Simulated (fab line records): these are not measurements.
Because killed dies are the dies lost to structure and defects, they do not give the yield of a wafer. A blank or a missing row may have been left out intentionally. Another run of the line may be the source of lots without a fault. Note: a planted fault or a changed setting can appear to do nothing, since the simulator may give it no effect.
Problem report in the 8D (eight disciplines) form, filled by code | flow n5 finfet | the parts of the form that need people (team, actions taken, sign-off) are left out

1. WHAT IS WRONG
Wafers without a fault read 150.0 W, standard deviation 0.44; bias w at N5_BEOL_M1_ETCH_64 reads a mean of 155.8 W on 6 wafers belonging to 2 lots. That is +13 standard deviations from the usual mean.
The step: etches SOC in N2/H2, target depth 75 nm, overetch 15 nm, time 112.5 s.
Seen first at day 9 20:35 on rie diel-03, wafer L824.1. The record holds 18 wafers of 6 lots with a number at this step. By rule, "out" or "out of limits" means more than 4 standard deviations away from the usual mean. Any other wafer with a number is counted as sound.

2. WHAT IT IS, WHAT IT ISN'T
question                    | is                     | is not
which readings at this step | bias w, rf vpp V       | drypump motor current A, oes product au, showerhead plenum p Torr, throttle valve pct
which lots                  | L824, L826             | L816, L819, L831, L834
which wafers of those lots  | all that have a number | -
read on which tools         | rie diel-03            | rie diel-02, rie diel-04
when                        | from day 9 20:35       | up to then (6 sound wafers); but 6 sound wafers of L831, L834 came after

3. WHAT RULES OUT EACH SUSPECT
Counting: a tool stays on the suspect list if, at a process step up to the reading, it processed all lots that are out and no sound lot following the first of them.
- rie diel-03 at N5_BEOL_M1_DESCUM_16 (chemistry O2, time 7 s): kept. Every lot that is out went through it, starting with L824 (day 9 20:30), and after that it ran no sound lot; the last sound lot it ran before then is L819 (day 8 08:23).
- rie diel-03 at N5_BEOL_M1_ETCH_74 (etches underlayer in N2/H2, target depth 6.5 nm, time 5.2 s): kept. Every lot that is out went through it, starting with L824 (day 9 20:32), and after that it ran no sound lot; the last sound lot it ran before then is L819 (day 8 08:26).
- rie diel-03 at N5_BEOL_M1_ETCH_63 (etches SiARC in CF4, target depth 15.6 nm, time 26 s): kept. Every lot that is out went through it, starting with L824 (day 9 20:33), and after that it ran no sound lot; the last sound lot it ran before then is L819 (day 8 08:27).
- rie diel-03 at N5_BEOL_M1_ETCH_64 (etches SOC in N2/H2, target depth 75 nm, overetch 15 nm, time 112.5 s): kept. Every lot that is out went through it, starting with L824 (day 9 20:35), and after that it ran no sound lot; the last sound lot it ran before then is L819 (day 8 08:28). Its own readings are out on those wafers: bias w, rf vpp V.
Left after counting: rie diel-03 at N5_BEOL_M1_DESCUM_16, rie diel-03 at N5_BEOL_M1_ETCH_74, rie diel-03 at N5_BEOL_M1_ETCH_63, rie diel-03 at N5_BEOL_M1_ETCH_64.

4. THE CAUSE (what the simulator had put in)
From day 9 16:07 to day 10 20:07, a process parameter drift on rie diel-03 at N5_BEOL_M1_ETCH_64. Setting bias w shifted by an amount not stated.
Counting left 4 suspects, and this tool is among them.

5. THE CHAIN OF EFFECTS, in route order
Each row: a reading whose mean over the struck wafers that have a number lies more than 3 standard deviations from the usual. Only readings whose record carries a usual standard deviation are examined. hours: median over the lots of the time between each lot's start at the first step of this table that gives one and its start at this step. sigmas: the change, counted in usual standard deviations.
hours | step               | reading  | usual   | on struck wafers | change | sigmas
0     | N5_BEOL_M1_ETCH_64 | bias w   | 150.0 W | 155.8            | +5.8   | +13
0     | N5_BEOL_M1_ETCH_64 | rf vpp V | 523.8 V | 537.8            | +14.0  | +6.1
Process steps it contains:
- N5_BEOL_M1_ETCH_64: etches SOC in N2/H2, target depth 75 nm, overetch 15 nm, time 112.5 s.
Later measuring or inspecting steps at which every struck wafer that the step has a row for has a number for every such reading, and none has moved that far: N5_BEOL_M4_RC_MEAS_101.

6. WHAT WOULD HAVE CAUGHT IT SOONER
In this record no reading fell out of limits until day 9 20:35, 4 hours after the fault had begun at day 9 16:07.
